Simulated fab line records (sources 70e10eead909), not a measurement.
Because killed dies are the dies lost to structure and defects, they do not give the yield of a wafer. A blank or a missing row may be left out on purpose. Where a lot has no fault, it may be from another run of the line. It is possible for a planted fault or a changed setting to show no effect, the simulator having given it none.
A struck lot beside a sound one ; flow nand_harc ; 13 out of 1302 route steps
Sound: these wafers, L434.2, L434.4, L434.6. Struck: wafer L450.4 (left out: L450.3, L450.6 of the same lot, which were not struck); the cause appears at the end.
For every step that has rows: the tool of each side, followed by ch and its chambers, followed by its first start. Under that, the readings that differ: sound wafers ; struck wafers ; difference of the means ; sigmas: that difference in standard deviations of wafers without a fault.
alike: words and numbers the same on both sides, and readings whose means are apart by under 2 such deviations; not compared: readings that were withheld, readings missing a value for some wafer, numbers with overlapping values and no deviation given by the record, and bounds like >300 which may hide the same value.
A row with sigmas, a row that says differs or no value, or rows on one side alone: a step with any of these is where the two part. Numbers that don't overlap but have no deviation are shown without sigmas and don't part them. Lack of a reading on every wafer of one side parts them only where that side has two or more wafers.

NHARC_A_SLIT_ETCH_29: etches the open film in CF4/O2, target depth 100 nm, overetch 10 nm, time 55 s.
  sound on rie_diel-06 ch 0,2,3, day 21 03:19; struck on rie_diel-06 ch 1, day 27 08:26
  alike: drypump_motor_current_A, oes_product_au, rf_fwd_power_W, rf_vpp_V, showerhead_plenum_p_Torr, throttle_valve_pct
  not compared: rf_hours_counter_h
NHARC_A_SLIT_STRIP_18: strips in O2.
  sound on rie_diel-06 ch 1,2,3; struck on rie_diel-06 ch 1
reading;sound;struck;difference;sigmas
throttle_valve_pct (%);17.041 17.044 17.052;17.027;-0.019;-2
  alike: drypump_motor_current_A, oes_product_au, rf_vpp_V, showerhead_plenum_p_Torr
  not compared: rf_hours_counter_h
then, 2 steps without rows for these wafers: NHARC_A_SLIT_PRECLEAN_19 (cleans in SC1); NHARC_A_SLIT_SRD_20.
NHARC_A_SLIT_CD_MEAS_21:
  sound: cd_sem-03 at day 21 03:51; struck: cd_sem-01 at day 27 08:59
reading;sound;struck;difference;sigmas
cd_nm (nm);290.9 291.2 290.4;288.5;-2.3;-3
then, 3 steps without rows for these wafers: NHARC_A_SIN_REMOVE_WET_00 (chemistry H3PO4, time 15300 s); NHARC_A_SIN_REMOVE_PRECLEAN_01 (cleans in SC1); NHARC_A_SIN_REMOVE_SRD_02.
NHARC_A_SIN_REMOVE_INSPECT_04:
  sound: defect_inspect-01 at day 21 10:28; struck: defect_inspect-01 at day 27 15:37
  alike: raw_defect_count
NHARC_A_WL_FILL_ALD_00: deposits Al2O3, target thk 3 nm, pulse time 3 s, ald cycles 30.
  sound on ald_hk-03 ch 0,1,2, day 21 10:35; struck on ald_hk-03 ch 2, day 27 15:41
  alike: heater_power_w, precursor_pulse_height_rel
  not compared: ald_cycles
NHARC_A_WL_FILL_RTA_01: time 5 s.
  sound on rtp_anneal-01 ch 0, day 21 10:54; struck on rtp_anneal-01 ch 0, day 27 16:00
reading;sound;struck;difference;sigmas
wafer_temp_C_max;1002.6 1003.1 1003.0;1004.6;+1.7;+2
  alike: lamp_power_pct
NHARC_A_WL_FILL_ALD_02: deposits TiN, target thk 2 nm, pulse time 3 s, ald cycles 100.
  sound on ald_metal-03 ch 1,3, day 21 11:11; struck on ald_metal-01 ch 2, day 27 16:11
reading;sound;struck;difference;sigmas
ald_cycles;100 100 100;122;+22;
  alike: heater_power_w, precursor_pulse_height_rel
NHARC_END_SORT_01:
  the record has rows for the sound wafers here (prober-02 ch 0, day 25 16:01) and none for the struck ones

== WHERE THEY PART ==
Last at NHARC_END_SORT_01 as far as this record goes, first at NHARC_A_SLIT_STRIP_18.

WHY: what the simulator had put in
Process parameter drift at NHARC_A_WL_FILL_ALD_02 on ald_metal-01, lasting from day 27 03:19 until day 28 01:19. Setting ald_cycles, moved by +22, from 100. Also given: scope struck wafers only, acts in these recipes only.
